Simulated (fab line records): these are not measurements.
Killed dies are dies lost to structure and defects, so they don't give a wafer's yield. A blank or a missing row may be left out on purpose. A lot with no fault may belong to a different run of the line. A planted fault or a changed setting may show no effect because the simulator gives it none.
Chamber matching + flow n5 finfet + pecvd-01 running N5_BEOL_M0_SAQP_PECVD_97: 3 sister chambers
The step deposits SiNx from SiH4/NH3/N2, target thk 23 nm, time 19.9 s. 16 wafers are shown with their chamber, then 8 later ones without.

== WAFERS WITH THEIR CHAMBER ==
| wafer  | chamber | throttle valve pct (%) | showerhead vpp V (V) | showerhead plenum p Torr (Torr) |
|--------|---------|------------------------|----------------------|---------------------------------|
| L075.1 | 0       | 43.5                   | 1147                 | 5.30                            |
| L075.2 | 2       | 41.6                   | 1103                 | 5.20                            |
| L075.3 | 1       | 40.0                   | 1032                 | 5.19                            |
| L078.1 | 0       | 43.8                   | 1143                 | 5.30                            |
| L078.5 | 0       | 43.5                   | 1145                 | 5.29                            |
| L078.6 | 1       | 39.9                   | 1059                 | 5.21                            |
| L081.2 | 1       | 40.1                   | 1049                 | 5.20                            |
| L081.3 | 0       | 43.7                   | 1136                 | 5.29                            |
| L081.4 | 0       | 44.0                   | 1144                 | 5.31                            |
| L083.1 | 2       | 41.6                   | 1091                 | 5.22                            |
| L083.4 | 1       | 39.9                   | 1028                 | 5.21                            |
| L083.5 | 0       | 43.8                   | 1127                 | 5.31                            |
| L088.1 | 0       | 43.5                   | 1117                 | 5.28                            |
| L088.4 | 0       | 43.6                   | 1147                 | 5.30                            |
| L088.5 | 1       | 40.1                   | 1044                 | 5.22                            |
| L092.2 | 0       | 43.7                   | 1134                 | 5.32                            |

SIGNATURES, as means of the wafers listed above
| reading                  | chamber 0 | chamber 1 | chamber 2 | scatter within a chamber |
|--------------------------|-----------|-----------|-----------|--------------------------|
| throttle valve pct       | 43.678    | 40.000    | 41.600    | 0.146                    |
| showerhead vpp V         | 1137.78   | 1042.40   | 1097.00   | 11                       |
| showerhead plenum p Torr | 5.3000    | 5.2060    | 5.2100    | 0.0122                   |
Rule: distance of a wafer from a chamber = root of the sum over the readings of ((wafer's reading minus chamber's mean) / reading's scatter) squared. If the next closest chamber is less than 2 further off than the closest, the wafer can't be placed; otherwise it belongs to the closest. The scatter is the square root of a quotient: the sum, over the shown wafers, of each reading's squared deviation from its chamber's mean, divided by wafers minus chambers.

== WAFERS WHOSE CHAMBER IS MISSING ==
| wafer  | throttle valve pct (%) | showerhead vpp V (V) | showerhead plenum p Torr (Torr) |
|--------|------------------------|----------------------|---------------------------------|
| L092.4 | 43.5                   | 1119                 | 5.29                            |
| L092.5 | 42.0                   | 1094                 | 5.21                            |
| L094.2 | 39.8                   | 1054                 | 5.21                            |
| L094.4 | 39.9                   | 1049                 | 5.21                            |
| L094.6 | 43.7                   | 1131                 | 5.29                            |
| L096.1 | 42.1                   | 1102                 | 5.21                            |
| L096.5 | 43.5                   | 1138                 | 5.30                            |
| L096.6 | 41.9                   | 1098                 | 5.21                            |

== THE CHAMBER EACH PASSED THROUGH ==
| wafer  | from the rows above | in truth |
|--------|---------------------|----------|
| L092.4 | 0                   | 0        |
| L092.5 | 2                   | 2        |
| L094.2 | 1                   | 1        |
| L094.4 | 1                   | 1        |
| L094.6 | 0                   | 0        |
| L096.1 | 2                   | 2        |
| L096.5 | 0                   | 0        |
| L096.6 | 2                   | 2        |
Correctly placed: 8 of 8. Left unplaced by these rows: 0. 0 placed wrongly.
